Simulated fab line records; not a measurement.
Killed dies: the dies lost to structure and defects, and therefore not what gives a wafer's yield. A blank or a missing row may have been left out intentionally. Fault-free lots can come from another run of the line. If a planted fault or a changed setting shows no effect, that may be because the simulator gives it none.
Which tool did it? || flow n5_finfet || 9 lots with 27 wafers sampled at 5 steps, on a route of 1938 steps

== WHAT THE GAUGES READ, wafer by wafer ==
N5_BEOL_M4_RC_MEAS_101. Usual: DIBL_N 35.8 mV/V, standard deviation 1.6; DIBL_P 36.0 mV/V, standard deviation 2.1; IOFF_N 0.153 nA/um, standard deviation 0.026; IOFF_P 0.21 nA/um, standard deviation 0.037; ION_N 673 uA/um, standard deviation 11; ION_P 462 uA/um, standard deviation 7.6; SS_N 71.4 mV/dec, standard deviation 0.53; SS_P 73.2 mV/dec, standard deviation 0.67; VT_N 250 mV, standard deviation 3.2; VT_P -250 mV, standard deviation 3.7.
{"lot": "L349", "measured": "day 8 23:57", "on": "prober-01", "DIBL_N (mV/V)": "36.7 37.7 35.7", "DIBL_P (mV/V)": "38.9 40.2 37.7", "IOFF_N (nA/um)": "0.176 0.201 0.146", "IOFF_P (nA/um)": "0.28 0.32 0.26", "ION_N (uA/um)": "693 682 673", "ION_P (uA/um)": "472 477 470", "SS_N (mV/dec)": "71.4 72.1 71.0", "SS_P (mV/dec)": "74.1 74.1 73.2", "VT_N (mV)": "250 246 252", "VT_P (mV)": "-243 -240 -244", "flag": ""}
{"lot": "L350", "measured": "day 9 00:14", "on": "prober-02", "DIBL_N (mV/V)": "38.4 39.5 36.4", "DIBL_P (mV/V)": "37.5 39.5 35.9", "IOFF_N (nA/um)": "0.175 0.193 0.144", "IOFF_P (nA/um)": "0.22 0.27 0.20", "ION_N (uA/um)": "679 685 678", "ION_P (uA/um)": "461 473 464", "SS_N (mV/dec)": "72.8 72.2 70.8", "SS_P (mV/dec)": "73.6 74.4 73.0", "VT_N (mV)": "251 250 251", "VT_P (mV)": "-251 -249 -253", "flag": ""}
{"lot": "L353", "measured": "day 9 15:37", "on": "prober-02", "DIBL_N (mV/V)": "37.0 35.2 35.6", "DIBL_P (mV/V)": "38.7 35.6 36.5", "IOFF_N (nA/um)": "0.192 0.153 0.159", "IOFF_P (nA/um)": "0.25 0.20 0.21", "ION_N (uA/um)": "690 680 670", "ION_P (uA/um)": "467 464 463", "SS_N (mV/dec)": "71.4 71.2 71.8", "SS_P (mV/dec)": "73.6 73.2 72.8", "VT_N (mV)": "248 250 252", "VT_P (mV)": "-247 -253 -250", "flag": ""}
{"lot": "L359", "measured": "day 11 00:41", "on": "prober-02", "DIBL_N (mV/V)": "33.4 33.7 36.6", "DIBL_P (mV/V)": "32.2 32.9 37.2", "IOFF_N (nA/um)": "0.113 0.112 0.168", "IOFF_P (nA/um)": "0.16 0.17 0.23", "ION_N (uA/um)": "656 659 684", "ION_P (uA/um)": "449 457 465", "SS_N (mV/dec)": "71.4 70.6 71.2", "SS_P (mV/dec)": "71.8 72.4 73.2", "VT_N (mV)": "254 255 249", "VT_P (mV)": "-252 -251 -248", "flag": ""}
{"lot": "L360", "measured": "day 11 11:49", "on": "prober-01", "DIBL_N (mV/V)": "34.2 34.2 35.0", "DIBL_P (mV/V)": "35.2 34.9 35.9", "IOFF_N (nA/um)": "0.139 0.136 0.168", "IOFF_P (nA/um)": "0.20 0.21 0.23", "ION_N (uA/um)": "672 676 678", "ION_P (uA/um)": "467 472 466", "SS_N (mV/dec)": "71.2 71.8 71.3", "SS_P (mV/dec)": "72.5 72.8 73.4", "VT_N (mV)": "252 253 247", "VT_P (mV)": "-251 -248 -249", "flag": ""}
{"lot": "L361", "measured": "day 11 09:40", "on": "prober-02", "DIBL_N (mV/V)": "38.2 36.9 35.5", "DIBL_P (mV/V)": "38.4 36.4 36.7", "IOFF_N (nA/um)": "0.195 0.161 0.151", "IOFF_P (nA/um)": "0.25 0.22 0.23", "ION_N (uA/um)": "687 676 679", "ION_P (uA/um)": "470 463 468", "SS_N (mV/dec)": "71.4 71.7 71.4", "SS_P (mV/dec)": "74.1 73.1 73.3", "VT_N (mV)": "247 248 249", "VT_P (mV)": "-247 -247 -247", "flag": ""}
{"lot": "L366", "measured": "day 13 01:37", "on": "prober-01", "DIBL_N (mV/V)": "36.5 37.5 34.7", "DIBL_P (mV/V)": "36.6 37.0 35.0", "IOFF_N (nA/um)": "0.159 0.174 0.136", "IOFF_P (nA/um)": "0.20 0.21 0.18", "ION_N (uA/um)": "669 680 661", "ION_P (uA/um)": "459 464 460", "SS_N (mV/dec)": "71.4 72.2 70.6", "SS_P (mV/dec)": "73.7 73.4 72.9", "VT_N (mV)": "253 250 253", "VT_P (mV)": "-251 -249 -254", "flag": ""}
{"lot": "L368", "measured": "day 13 14:24", "on": "prober-02", "DIBL_N (mV/V)": "37.5 38.3 38.3", "DIBL_P (mV/V)": "38.2 39.0 38.8", "IOFF_N (nA/um)": "0.156 0.157 0.167", "IOFF_P (nA/um)": "0.21 0.24 0.22", "ION_N (uA/um)": "668 672 674", "ION_P (uA/um)": "458 469 458", "SS_N (mV/dec)": "71.6 71.8 71.5", "SS_P (mV/dec)": "73.6 74.3 73.8", "VT_N (mV)": "251 252 248", "VT_P (mV)": "-251 -250 -249", "flag": ""}
{"lot": "L370", "measured": "day 13 18:08", "on": "prober-01", "DIBL_N (mV/V)": "38.3 34.6 35.0", "DIBL_P (mV/V)": "36.3 32.5 33.8", "IOFF_N (nA/um)": "0.182 0.124 0.136", "IOFF_P (nA/um)": "0.21 0.17 0.18", "ION_N (uA/um)": "675 668 665", "ION_P (uA/um)": "454 456 461", "SS_N (mV/dec)": "71.5 71.3 71.1", "SS_P (mV/dec)": "73.9 72.6 73.1", "VT_N (mV)": "248 254 249", "VT_P (mV)": "-251 -253 -253", "flag": ""}

== WHAT TOOL EACH LOT RAN ON (gives the tool, then ch and the chambers of the sampled wafers, and finally the start) ==
{"lot": "L349", "N5_HKMG_FIN_ETCH_31": "rie_diel-05 ch 0,1, day 4 16:11", "N5_HKMG_FIN_STRIP_92": "rie_diel-05 ch 0,1, day 4 16:35", "N5_HKMG_FIN_STRIP_19": "plasma_asher-02 ch 1, day 4 16:44", "N5_HKMG_FIN_WET_ETCH_73": "wet_bench-02 ch 1,2,7, day 4 19:11"}
{"lot": "L350", "N5_HKMG_FIN_ETCH_31": "rie_diel-06 ch 0,3, day 4 20:37", "N5_HKMG_FIN_STRIP_92": "rie_diel-06 ch 0,3, day 4 21:01", "N5_HKMG_FIN_STRIP_19": "plasma_asher-02 ch 0,1, day 4 21:10", "N5_HKMG_FIN_WET_ETCH_73": "wet_bench-05 ch 2,4,5, day 4 23:13"}
{"lot": "L353", "N5_HKMG_FIN_ETCH_31": "rie_diel-01 ch 0,1,3, day 5 20:27", "N5_HKMG_FIN_STRIP_92": "rie_diel-01 ch 0,1,3, day 5 20:52", "N5_HKMG_FIN_STRIP_19": "plasma_asher-01 ch 0,1, day 5 21:01", "N5_HKMG_FIN_WET_ETCH_73": "wet_bench-03 ch 1,2,6, day 5 23:05"}
{"lot": "L359", "N5_HKMG_FIN_ETCH_31": "rie_diel-05 ch 0,1,2, day 7 07:04", "N5_HKMG_FIN_STRIP_92": "rie_diel-05 ch 0,1,2, day 7 07:29", "N5_HKMG_FIN_STRIP_19": "plasma_asher-01 ch 0,1, day 7 07:40", "N5_HKMG_FIN_WET_ETCH_73": "wet_bench-02 ch 0,4,5, day 7 09:39"}
{"lot": "L360", "N5_HKMG_FIN_ETCH_31": "rie_diel-06 ch 1,2,3, day 7 10:07", "N5_HKMG_FIN_STRIP_92": "rie_diel-06 ch 1,2,3, day 7 10:32", "N5_HKMG_FIN_STRIP_19": "plasma_asher-01 ch 0,1, day 7 10:41", "N5_HKMG_FIN_WET_ETCH_73": "wet_bench-02 ch 2,4,5, day 7 12:41"}
{"lot": "L361", "N5_HKMG_FIN_ETCH_31": "rie_diel-05 ch 0,2, day 7 14:20", "N5_HKMG_FIN_STRIP_92": "rie_diel-05 ch 0,2, day 7 14:45", "N5_HKMG_FIN_STRIP_19": "plasma_asher-01 ch 1, day 7 14:54", "N5_HKMG_FIN_WET_ETCH_73": "wet_bench-05 ch 0,5,6, day 7 16:52"}
{"lot": "L366", "N5_HKMG_FIN_ETCH_31": "rie_diel-01 ch 0,1,2, day 8 22:29", "N5_HKMG_FIN_STRIP_92": "rie_diel-01 ch 0,1,2, day 8 22:54", "N5_HKMG_FIN_STRIP_19": "plasma_asher-01 ch 0,1, day 8 23:10", "N5_HKMG_FIN_WET_ETCH_73": "wet_bench-02 ch 2,3,4, day 9 01:06"}
{"lot": "L368", "N5_HKMG_FIN_ETCH_31": "rie_diel-01 ch 0,2,3, day 9 10:56", "N5_HKMG_FIN_STRIP_92": "rie_diel-01 ch 0,2,3, day 9 11:21", "N5_HKMG_FIN_STRIP_19": "plasma_asher-01 ch 0,1, day 9 11:30", "N5_HKMG_FIN_WET_ETCH_73": "wet_bench-05 ch 2,5,6, day 9 13:28"}
{"lot": "L370", "N5_HKMG_FIN_ETCH_31": "rie_diel-06 ch 1,3, day 9 23:36", "N5_HKMG_FIN_STRIP_92": "rie_diel-06 ch 1,3, day 10 00:01", "N5_HKMG_FIN_STRIP_19": "plasma_asher-01 ch 0,1, day 10 00:10", "N5_HKMG_FIN_WET_ETCH_73": "wet_bench-03 ch 4,5,6, day 10 02:31"}
- N5_HKMG_FIN_ETCH_31: etches SiARC in CF4, target depth 45.5 nm, time 75.8 s.
- N5_HKMG_FIN_STRIP_92: strips SOC in N2/H2, time 20 s.
- N5_HKMG_FIN_STRIP_19: strips in N2/H2, time 360 s.
- N5_HKMG_FIN_WET_ETCH_73: etches the open film in SC1, time 42.3 s, target depth 1.3 nm, rinse time 30 s.

== WHAT THE TOOLS THEMSELVES READ (means of the sampled wafers that have a number; where no wafer has one, the mark that the record gives instead) ==
N5_HKMG_FIN_ETCH_31. Usual: bias_w 36.01 W, standard deviation 0.11; cf4_flow_sccm 99.98 sccm, standard deviation 0.28; drypump_motor_current_A 5.7 A, standard deviation 0.55; etch_rf_on_time_s 76.2 s, standard deviation 1.2; oes_product_au 0.66 a.u., standard deviation 0.064; rf_fwd_power_W 538.9 W, standard deviation 2.8; rf_vpp_V 184.4 V, standard deviation 1.1; showerhead_plenum_p_Torr 2.17 Torr, standard deviation 0.058; throttle_valve_pct 15.69 %, standard deviation 0.21.
{"lot": "L349", "tool": "rie_diel-05", "bias_w (W)": 36.08, "cf4_flow_sccm (sccm)": 100.07, "drypump_motor_current_A (A)": 6.3, "etch_rf_on_time_s (s)": 75.9, "oes_product_au (a.u.)": 0.64, "rf_fwd_power_W (W)": 539.0, "rf_vpp_V (V)": 184.4, "showerhead_plenum_p_Torr (Torr)": 2.17, "throttle_valve_pct (%)": 15.60, "flag": ""}
{"lot": "L350", "tool": "rie_diel-06", "bias_w (W)": 35.98, "cf4_flow_sccm (sccm)": 99.93, "drypump_motor_current_A (A)": 5.2, "etch_rf_on_time_s (s)": 75.0, "oes_product_au (a.u.)": 0.73, "rf_fwd_power_W (W)": 540.4, "rf_vpp_V (V)": 184.5, "showerhead_plenum_p_Torr (Torr)": 2.12, "throttle_valve_pct (%)": 15.65, "flag": ""}
{"lot": "L353", "tool": "rie_diel-01", "bias_w (W)": 36.01, "cf4_flow_sccm (sccm)": 100.46, "drypump_motor_current_A (A)": 5.4, "etch_rf_on_time_s (s)": 76.8, "oes_product_au (a.u.)": 0.65, "rf_fwd_power_W (W)": 539.8, "rf_vpp_V (V)": 184.0, "showerhead_plenum_p_Torr (Torr)": 2.14, "throttle_valve_pct (%)": 15.82, "flag": ""}
{"lot": "L359", "tool": "rie_diel-05", "bias_w (W)": 35.98, "cf4_flow_sccm (sccm)": 99.92, "drypump_motor_current_A (A)": 5.8, "etch_rf_on_time_s (s)": 76.1, "oes_product_au (a.u.)": 0.62, "rf_fwd_power_W (W)": 538.7, "rf_vpp_V (V)": 184.7, "showerhead_plenum_p_Torr (Torr)": 2.19, "throttle_valve_pct (%)": 15.75, "flag": ""}
{"lot": "L360", "tool": "rie_diel-06", "bias_w (W)": 36.02, "cf4_flow_sccm (sccm)": 99.89, "drypump_motor_current_A (A)": 5.8, "etch_rf_on_time_s (s)": 76.9, "oes_product_au (a.u.)": 0.63, "rf_fwd_power_W (W)": 538.2, "rf_vpp_V (V)": 184.9, "showerhead_plenum_p_Torr (Torr)": 2.16, "throttle_valve_pct (%)": 15.75, "flag": ""}
{"lot": "L361", "tool": "rie_diel-05", "bias_w (W)": 35.97, "cf4_flow_sccm (sccm)": 99.85, "drypump_motor_current_A (A)": 6.1, "etch_rf_on_time_s (s)": 77.1, "oes_product_au (a.u.)": 0.59, "rf_fwd_power_W (W)": 541.2, "rf_vpp_V (V)": 184.4, "showerhead_plenum_p_Torr (Torr)": 2.15, "throttle_valve_pct (%)": 15.70, "flag": ""}
{"lot": "L366", "tool": "rie_diel-01", "bias_w (W)": 36.01, "cf4_flow_sccm (sccm)": 99.97, "drypump_motor_current_A (A)": 5.7, "etch_rf_on_time_s (s)": 76.8, "oes_product_au (a.u.)": 0.71, "rf_fwd_power_W (W)": 540.4, "rf_vpp_V (V)": 184.3, "showerhead_plenum_p_Torr (Torr)": 2.13, "throttle_valve_pct (%)": 15.60, "flag": ""}
{"lot": "L368", "tool": "rie_diel-01", "bias_w (W)": 35.99, "cf4_flow_sccm (sccm)": 99.85, "drypump_motor_current_A (A)": 5.5, "etch_rf_on_time_s (s)": 75.5, "oes_product_au (a.u.)": 0.65, "rf_fwd_power_W (W)": 539.9, "rf_vpp_V (V)": 184.8, "showerhead_plenum_p_Torr (Torr)": 2.16, "throttle_valve_pct (%)": 15.84, "flag": ""}
{"lot": "L370", "tool": "rie_diel-06", "bias_w (W)": 35.93, "cf4_flow_sccm (sccm)": 99.90, "drypump_motor_current_A (A)": 5.6, "etch_rf_on_time_s (s)": 76.0, "oes_product_au (a.u.)": 0.63, "rf_fwd_power_W (W)": 537.1, "rf_vpp_V (V)": 184.9, "showerhead_plenum_p_Torr (Torr)": 2.13, "throttle_valve_pct (%)": 15.78, "flag": ""}

N5_HKMG_FIN_STRIP_92. Usual: bias_power_w 7.998 W (standard deviation 0.023); drypump_motor_current_A 5.7 A (standard deviation 0.55); oes_product_au 0.78 a.u. (standard deviation 0.075); rf_fwd_power_W 496.1 W (standard deviation 2.4); rf_vpp_V 54.3 V (standard deviation 0.78); showerhead_plenum_p_Torr 3.40 Torr (standard deviation 0.094); throttle_valve_pct 18.9 % (standard deviation 0.31).
{"lot": "L349", "tool": "rie_diel-05", "bias_power_w (W)": 8.004, "drypump_motor_current_A (A)": 6.3, "oes_product_au (a.u.)": 0.75, "rf_fwd_power_W (W)": 495.2, "rf_vpp_V (V)": 53.9, "showerhead_plenum_p_Torr (Torr)": 3.39, "throttle_valve_pct (%)": 19.3, "flag": ""}
{"lot": "L350", "tool": "rie_diel-06", "bias_power_w (W)": 8.016, "drypump_motor_current_A (A)": 5.2, "oes_product_au (a.u.)": 0.85, "rf_fwd_power_W (W)": 497.0, "rf_vpp_V (V)": 54.4, "showerhead_plenum_p_Torr (Torr)": 3.32, "throttle_valve_pct (%)": 18.9, "flag": ""}
{"lot": "L353", "tool": "rie_diel-01", "bias_power_w (W)": 7.998, "drypump_motor_current_A (A)": 5.4, "oes_product_au (a.u.)": 0.75, "rf_fwd_power_W (W)": 497.3, "rf_vpp_V (V)": 53.8, "showerhead_plenum_p_Torr (Torr)": 3.34, "throttle_valve_pct (%)": 19.0, "flag": ""}
{"lot": "L359", "tool": "rie_diel-05", "bias_power_w (W)": 8.015, "drypump_motor_current_A (A)": 5.8, "oes_product_au (a.u.)": 0.72, "rf_fwd_power_W (W)": 496.1, "rf_vpp_V (V)": 54.6, "showerhead_plenum_p_Torr (Torr)": 3.44, "throttle_valve_pct (%)": 19.3, "flag": ""}
{"lot": "L360", "tool": "rie_diel-06", "bias_power_w (W)": 7.994, "drypump_motor_current_A (A)": 5.8, "oes_product_au (a.u.)": 0.74, "rf_fwd_power_W (W)": 493.8, "rf_vpp_V (V)": 53.8, "showerhead_plenum_p_Torr (Torr)": 3.38, "throttle_valve_pct (%)": 18.8, "flag": ""}
{"lot": "L361", "tool": "rie_diel-05", "bias_power_w (W)": 7.983, "drypump_motor_current_A (A)": 6.1, "oes_product_au (a.u.)": 0.68, "rf_fwd_power_W (W)": 495.8, "rf_vpp_V (V)": 54.0, "showerhead_plenum_p_Torr (Torr)": 3.36, "throttle_valve_pct (%)": 19.3, "flag": ""}
{"lot": "L366", "tool": "rie_diel-01", "bias_power_w (W)": 8.009, "drypump_motor_current_A (A)": 5.7, "oes_product_au (a.u.)": 0.83, "rf_fwd_power_W (W)": 496.9, "rf_vpp_V (V)": 54.6, "showerhead_plenum_p_Torr (Torr)": 3.34, "throttle_valve_pct (%)": 19.0, "flag": ""}
{"lot": "L368", "tool": "rie_diel-01", "bias_power_w (W)": 7.989, "drypump_motor_current_A (A)": 5.5, "oes_product_au (a.u.)": 0.75, "rf_fwd_power_W (W)": 497.0, "rf_vpp_V (V)": 53.0, "showerhead_plenum_p_Torr (Torr)": 3.39, "throttle_valve_pct (%)": 19.1, "flag": ""}
{"lot": "L370", "tool": "rie_diel-06", "bias_power_w (W)": 7.998, "drypump_motor_current_A (A)": 5.6, "oes_product_au (a.u.)": 0.73, "rf_fwd_power_W (W)": 495.0, "rf_vpp_V (V)": 55.3, "showerhead_plenum_p_Torr (Torr)": 3.35, "throttle_valve_pct (%)": 18.9, "flag": ""}

N5_HKMG_FIN_STRIP_19. Usual: drypump_motor_current_A 5.8 A, standard deviation 0.39; heater_power_w 467 W, standard deviation 40.
{"lot": "L349", "tool": "plasma_asher-02", "drypump_motor_current_A (A)": 6.0, "heater_power_w (W)": 471, "flag": ""}
{"lot": "L350", "tool": "plasma_asher-02", "drypump_motor_current_A (A)": 6.1, "heater_power_w (W)": 476, "flag": ""}
{"lot": "L353", "tool": "plasma_asher-01", "drypump_motor_current_A (A)": 5.5, "heater_power_w (W)": 475, "flag": ""}
{"lot": "L359", "tool": "plasma_asher-01", "drypump_motor_current_A (A)": 5.5, "heater_power_w (W)": 479, "flag": ""}
{"lot": "L360", "tool": "plasma_asher-01", "drypump_motor_current_A (A)": 5.5, "heater_power_w (W)": 480, "flag": ""}
{"lot": "L361", "tool": "plasma_asher-01", "drypump_motor_current_A (A)": 6.0, "heater_power_w (W)": 404, "flag": ""}
{"lot": "L366", "tool": "plasma_asher-01", "drypump_motor_current_A (A)": 5.5, "heater_power_w (W)": 470, "flag": ""}
{"lot": "L368", "tool": "plasma_asher-01", "drypump_motor_current_A (A)": 5.7, "heater_power_w (W)": 447, "flag": ""}
{"lot": "L370", "tool": "plasma_asher-01", "drypump_motor_current_A (A)": 5.8, "heater_power_w (W)": 445, "flag": ""}

N5_HKMG_FIN_WET_ETCH_73. Usual: bath_guard_temp_C 50.0 C, standard deviation 0.5; bath_heat_duty_pct 6.9 %, standard deviation 0.81.
{"lot": "L349", "tool": "wet_bench-02", "bath_guard_temp_C (C)": 50.0, "bath_heat_duty_pct (%)": 6.9, "flag": ""}
{"lot": "L350", "tool": "wet_bench-05", "bath_guard_temp_C (C)": 49.6, "bath_heat_duty_pct (%)": 7.5, "flag": ""}
{"lot": "L353", "tool": "wet_bench-03", "bath_guard_temp_C (C)": 50.3, "bath_heat_duty_pct (%)": 7.1, "flag": ""}
{"lot": "L359", "tool": "wet_bench-02", "bath_guard_temp_C (C)": "-", "bath_heat_duty_pct (%)": "-", "flag": "OFF"}
{"lot": "L360", "tool": "wet_bench-02", "bath_guard_temp_C (C)": "-", "bath_heat_duty_pct (%)": "-", "flag": "OFF"}
{"lot": "L361", "tool": "wet_bench-05", "bath_guard_temp_C (C)": "-", "bath_heat_duty_pct (%)": "-", "flag": "OFF"}
{"lot": "L366", "tool": "wet_bench-02", "bath_guard_temp_C (C)": 50.3, "bath_heat_duty_pct (%)": 7.3, "flag": ""}
{"lot": "L368", "tool": "wet_bench-05", "bath_guard_temp_C (C)": 50.0, "bath_heat_duty_pct (%)": 7.2, "flag": ""}
{"lot": "L370", "tool": "wet_bench-03", "bath_guard_temp_C (C)": 49.8, "bath_heat_duty_pct (%)": 7.2, "flag": ""}

== THE ANSWER, worked out from the rows above alone ==
Rule: a lot counts as off when the mean over its wafers that have a number is more than 3 standard deviations away from the usual mean. A lot without any number at a reading at which 4 lots or more have one is off too. All remaining lots with rows at the step are treated as sound. First the gauges in route order, then the tools' own readings, where a lot's mean is used as printed above. At the first step where some lot is off, the reading lying furthest off is the one used; lots without a number count as furthest.
Off, at N5_HKMG_FIN_WET_ETCH_73 on bath_guard_temp_C: L359, L360, L361. Without a number there: L359, L360, L361.
A tool fits if, at that step or a process step before it, it ran every lot that is off, and no sound lot after the first of them. Not one of the candidates tried fits.

== WHAT THE SIMULATOR PUT IN ==
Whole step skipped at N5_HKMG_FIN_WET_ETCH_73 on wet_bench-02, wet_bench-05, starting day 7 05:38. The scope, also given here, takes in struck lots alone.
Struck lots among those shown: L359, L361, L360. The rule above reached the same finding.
